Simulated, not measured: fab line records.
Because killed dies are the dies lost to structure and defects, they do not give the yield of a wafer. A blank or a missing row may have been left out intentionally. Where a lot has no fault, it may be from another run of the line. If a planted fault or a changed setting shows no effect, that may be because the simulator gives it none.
Which of the tools did it? + flow n5_finfet + 28 wafers from 10 lots sampled at 6 of the route's 1938 steps

== WHAT THE GAUGES READ, wafer by wafer ==
N5_BEOL_M0_SAQP_INSPECT_16: inspects for defects (brightfield). Usual: raw_defect_count 510, standard deviation 120.
| lot  | measured     | on                | raw_defect_count | flag |
|------|--------------|-------------------|------------------|------|
| L667 | day 5 21:56  | defect_inspect-02 | 613 743 513      |      |
| L668 | day 6 04:49  | defect_inspect-01 | 515 492 486      |      |
| L673 | day 7 10:37  | defect_inspect-02 | 445 574          |      |
| L674 | day 7 13:31  | defect_inspect-01 | 429 287          |      |
| L676 | day 8 15:02  | defect_inspect-01 | 382 279 340      |      |
| L679 | day 9 21:22  | defect_inspect-02 | 443 518 615      |      |
| L682 | day 9 23:41  | defect_inspect-02 | 521 341 462      |      |
| L681 | day 9 23:57  | defect_inspect-01 | 465 347 447      |      |
| L686 | day 11 01:55 | defect_inspect-01 | 617 595 434      |      |
| L688 | day 11 10:47 | defect_inspect-01 | 427 611 584      |      |

N5_BEOL_M0_SAQP_CD_MEAS_25: target cd 13.1 nm. Usual: cd_nm 12.81 nm, standard deviation 0.23.
| lot  | measured     | on        | cd_nm (nm)        | flag |
|------|--------------|-----------|-------------------|------|
| L667 | day 6 00:00  | cd_sem-02 | 13.08 13.37 12.26 |      |
| L668 | day 6 06:31  | cd_sem-02 | 12.93 12.83 13.02 |      |
| L673 | day 7 12:16  | cd_sem-03 | 5.65 12.84        | OFF  |
| L674 | day 7 15:42  | cd_sem-02 | 5.55 12.93        | OFF  |
| L676 | day 8 17:53  | cd_sem-03 | 12.56 12.80 12.93 |      |
| L679 | day 9 23:26  | cd_sem-01 | 12.81 12.80 13.00 |      |
| L682 | day 10 01:25 | cd_sem-01 | 13.10 12.84 12.88 |      |
| L681 | day 10 01:58 | cd_sem-01 | 12.80 12.75 12.49 |      |
| L686 | day 11 03:30 | cd_sem-01 | 13.17 13.19 13.19 |      |
| L688 | day 11 12:30 | cd_sem-03 | 12.59 12.78 12.81 |      |

N5_BEOL_M4_RC_MEAS_101. Usual: DIBL_N 36.5 mV/V, standard deviation 1.4; DIBL_P 36.6 mV/V, standard deviation 1.9; IOFF_N 0.167 nA/um, standard deviation 0.029; IOFF_P 0.21 nA/um, standard deviation 0.033; ION_N 674 uA/um, standard deviation 12; ION_P 460 uA/um, standard deviation 8.9; SS_N 71.6 mV/dec, standard deviation 0.57; SS_P 73.4 mV/dec, standard deviation 0.61; VT_N 249 mV, standard deviation 3.3; VT_P -250 mV, standard deviation 3.3.
| lot  | measured     | on        | DIBL_N (mV/V)  | DIBL_P (mV/V)  | IOFF_N (nA/um)    | IOFF_P (nA/um) | ION_N (uA/um) | ION_P (uA/um) | SS_N (mV/dec)  | SS_P (mV/dec)  | VT_N (mV)   | VT_P (mV)      | flag |
|------|--------------|-----------|----------------|----------------|-------------------|----------------|---------------|---------------|----------------|----------------|-------------|----------------|------|
| L667 | day 8 10:22  | prober-02 | 36.0 34.5 38.5 | 36.0 33.9 39.2 | 0.160 0.134 0.214 | 0.20 0.18 0.26 | 664 657 674   | 454 450 459   | 71.5 71.3 72.6 | 73.9 73.7 74.7 | 250 252 244 | -252 -256 -247 |      |
| L668 | day 8 13:14  | prober-02 | 36.0 34.5 36.4 | 37.2 34.3 36.9 | 0.162 0.130 0.145 | 0.23 0.19 0.22 | 693 667 659   | 478 460 457   | 71.3 71.4 72.1 | 72.9 72.8 73.6 | 252 253 252 | -252 -250 -250 |      |
| L673 | day 9 18:58  | prober-02 | 37.7           | 38.0           | 0.191             | 0.23           | 679           | 467           | 72.2           | 74.1           | 245         | -249           |      |
| L674 | day 9 23:30  | prober-01 | 36.1           | 35.6           | 0.158             | 0.18           | 671           | 453           | 71.5           | 72.5           | 249         | -253           |      |
| L676 | day 10 17:23 | prober-01 | 37.6 36.9 36.2 | 37.8 38.0 36.3 | 0.174 0.172 0.153 | 0.24 0.26 0.22 | 669 694 684   | 461 477 468   | 71.9 71.3 71.9 | 73.7 73.5 73.2 | 250 248 249 | -250 -247 -247 |      |
| L679 | day 11 23:48 | prober-02 | 38.3 39.2 35.4 | 39.6 40.3 35.6 | 0.211 0.215 0.146 | 0.29 0.29 0.21 | 697 685 673   | 479 469 468   | 71.4 72.0 71.3 | 73.7 74.0 72.5 | 248 246 249 | -245 -244 -250 |      |
| L682 | day 12 05:22 | prober-02 | 35.6 36.2 37.4 | 35.7 36.2 37.4 | 0.135 0.152 0.164 | 0.16 0.17 0.20 | 662 664 674   | 445 446 454   | 71.4 70.7 72.3 | 72.4 73.0 72.9 | 255 249 251 | -255 -255 -255 |      |
| L681 | day 12 04:33 | prober-01 | 36.4 40.3 36.8 | 35.7 39.6 35.8 | 0.127 0.217 0.137 | 0.16 0.22 0.16 | 656 674 656   | 444 453 449   | 71.0 72.3 71.5 | 72.9 74.0 73.3 | 255 245 252 | -257 -252 -258 |      |
| L686 | day 13 07:11 | prober-02 | 34.0 36.4 36.2 | 34.6 37.1 37.3 | 0.139 0.179 0.174 | 0.20 0.24 0.25 | 679 669 674   | 465 466 467   | 71.0 72.0 71.8 | 72.8 73.6 73.0 | 250 247 248 | -249 -243 -245 |      |
| L688 | day 13 20:43 | prober-01 | 35.2 35.4 36.6 | 34.8 35.0 36.5 | 0.133 0.141 0.165 | 0.19 0.20 0.21 | 649 670 663   | 452 462 447   | 72.1 71.4 72.4 | 72.1 72.8 71.9 | 252 250 249 | -252 -251 -251 |      |

== WHICH TOOL RAN EACH LOT (tool, then ch and the chambers of the sampled wafers, then the start) ==
| lot  | N5_BEOL_M0_SAQP_RECESS_114         | N5_BEOL_M0_SAQP_SPACER1_ALD_98    | N5_BEOL_M0_SAQP_MANDREL1_REMOVE_100 |
|------|------------------------------------|-----------------------------------|-------------------------------------|
| L667 | vapor_etch-02 ch 0, day 5 22:54    | ald_sin-03 ch 0,1,3, day 5 23:17  | rie_si-02 ch 0,1,2, day 5 23:53     |
| L668 | vapor_etch-01 ch 0,1, day 6 05:26  | ald_sin-03 ch 0,1,3, day 6 05:49  | rie_si-06 ch 0,2,3, day 6 06:25     |
| L673 | vapor_etch-01 ch 0,1, day 7 11:12  | ald_sin-03 ch 0,2, day 7 11:35    | rie_si-02 ch 0,3, day 7 12:09       |
| L674 | vapor_etch-01 ch 0,1, day 7 14:35  | ald_sin-03 ch 0,3, day 7 14:58    | rie_si-02 ch 0,1, day 7 15:35       |
| L676 | vapor_etch-01 ch 0,1, day 8 15:34  | ald_sin-04 ch 0,1,2, day 8 17:13  | rie_si-02 ch 1,2,3, day 8 17:47     |
| L679 | vapor_etch-01 ch 0,1, day 9 21:58  | ald_sin-02 ch 0,2,3, day 9 22:40  | rie_si-02 ch 0,1,3, day 9 23:19     |
| L682 | vapor_etch-01 ch 0,1, day 10 00:13 | ald_sin-04 ch 0,2,3, day 10 00:45 | rie_si-02 ch 0,1, day 10 01:19      |
| L681 | vapor_etch-01 ch 0,1, day 10 00:41 | ald_sin-04 ch 0,2,3, day 10 01:12 | rie_si-05 ch 0,2,3, day 10 01:51    |
| L686 | vapor_etch-02 ch 0,1, day 11 02:27 | ald_sin-02 ch 0,2,3, day 11 02:50 | rie_si-05 ch 0,1,3, day 11 03:24    |
| L688 | vapor_etch-01 ch 0,1, day 11 11:26 | ald_sin-02 ch 1,2,3, day 11 11:50 | rie_si-02 ch 0,1,3, day 11 12:23    |
- N5_BEOL_M0_SAQP_RECESS_114: chemistry HF/NH3, target SiO2, target depth 14.4 nm, afs cycles 3, sublimation time 60 s.
- N5_BEOL_M0_SAQP_SPACER1_ALD_98: deposits SiO2, target thk 12.8 nm, pulse time 1 s, purge time 2 s.
- N5_BEOL_M0_SAQP_MANDREL1_REMOVE_100: chemistry HBr/Cl2/O2, target a-Si, stops on SiNx, bt time 10 s.

== AS READ BY THE TOOLS THEMSELVES (means over the sampled wafers that have a number; for cases with no such wafer, the mark the record gives instead) ==
N5_BEOL_M0_SAQP_RECESS_114. Usual: drypump_motor_current_A 5.5 A, standard deviation 0.3.
| lot  | tool          | drypump_motor_current_A (A) | flag |
|------|---------------|-----------------------------|------|
| L667 | vapor_etch-02 | 5.3                         |      |
| L668 | vapor_etch-01 | 5.4                         |      |
| L673 | vapor_etch-01 | 5.4                         |      |
| L674 | vapor_etch-01 | 5.4                         |      |
| L676 | vapor_etch-01 | 5.4                         |      |
| L679 | vapor_etch-01 | 5.4                         |      |
| L682 | vapor_etch-01 | 5.4                         |      |
| L681 | vapor_etch-01 | 5.4                         |      |
| L686 | vapor_etch-02 | 5.9                         |      |
| L688 | vapor_etch-01 | 5.4                         |      |

N5_BEOL_M0_SAQP_SPACER1_ALD_98. Usual: heater_power_w 448 W, standard deviation 60; precursor_pulse_height_rel 0.997, standard deviation 0.02.
| lot  | tool       | heater_power_w (W) | precursor_pulse_height_rel | flag |
|------|------------|--------------------|----------------------------|------|
| L667 | ald_sin-03 | 439                | 0.999                      |      |
| L668 | ald_sin-03 | 434                | 0.992                      |      |
| L673 | ald_sin-03 | 395                | 0.994                      |      |
| L674 | ald_sin-03 | 431                | 0.996                      |      |
| L676 | ald_sin-04 | 488                | 1.000                      |      |
| L679 | ald_sin-02 | 488                | 1.007                      |      |
| L682 | ald_sin-04 | 463                | 0.995                      |      |
| L681 | ald_sin-04 | 483                | 1.001                      |      |
| L686 | ald_sin-02 | 491                | 0.998                      |      |
| L688 | ald_sin-02 | 440                | 1.020                      |      |

N5_BEOL_M0_SAQP_MANDREL1_REMOVE_100. Usual: drypump_motor_current_A 5.6 A, standard deviation 0.31; oes_product_au 1.005 a.u., standard deviation 0.019; rf_fwd_power_W 597.2 W, standard deviation 1.7; throttle_valve_pct 36.64 %, standard deviation 0.28.
| lot  | tool      | drypump_motor_current_A (A) | oes_product_au (a.u.) | rf_fwd_power_W (W) | throttle_valve_pct (%) | flag |
|------|-----------|-----------------------------|-----------------------|--------------------|------------------------|------|
| L667 | rie_si-02 | 5.6                         | 1.018                 | 598.6              | 36.49                  |      |
| L668 | rie_si-06 | 5.6                         | 1.008                 | 596.8              | 36.62                  |      |
| L673 | rie_si-02 | 5.6                         | 1.002                 | 595.2              | 36.65                  |      |
| L674 | rie_si-02 | 5.7                         | 1.018                 | 596.9              | 36.45                  |      |
| L676 | rie_si-02 | 5.5                         | 1.002                 | 598.0              | 36.47                  |      |
| L679 | rie_si-02 | 5.6                         | 1.002                 | 597.3              | 36.50                  |      |
| L682 | rie_si-02 | 5.7                         | 1.020                 | 596.2              | 36.53                  |      |
| L681 | rie_si-05 | 6.0                         | 1.006                 | 596.5              | 37.04                  |      |
| L686 | rie_si-05 | 6.0                         | 1.007                 | 596.6              | 37.13                  |      |
| L688 | rie_si-02 | 5.7                         | 1.009                 | 597.0              | 36.49                  |      |

== THE ANSWER, worked out from the rows above alone ==
Rule: lot off if the mean of its wafers having a number is beyond 3 standard deviations from the usual mean. A lot without any number at a reading at which 4 lots or more have one is off too. Where the step has rows for the other lots, those lots are counted as sound. After the gauges, taken in route order, come the tools' own readings; for these a lot's mean is taken, as printed above. At the first step where some lot is off, the reading lying furthest off is the one used; lots without a number count as furthest.
Off: L673, L674 (N5_BEOL_M0_SAQP_CD_MEAS_25, cd_nm).
A tool fits if, at a process step before that reading, it ran every lot that is off, and no sound lot after the first of them. Those tools and the gauges at N5_BEOL_M0_SAQP_CD_MEAS_25 are tried in the same way. One fits: ald_sin-03 at N5_BEOL_M0_SAQP_SPACER1_ALD_98. A fault onset in the window from L668 (day 6 05:49, its last sound lot) to L673 (day 7 11:35, its first lot off) fits.

== WHAT THE SIMULATOR PUT IN ==
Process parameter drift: ald_sin-03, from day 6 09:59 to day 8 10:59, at N5_BEOL_M0_SAQP_SPACER1_ALD_98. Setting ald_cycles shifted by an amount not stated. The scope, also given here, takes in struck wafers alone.
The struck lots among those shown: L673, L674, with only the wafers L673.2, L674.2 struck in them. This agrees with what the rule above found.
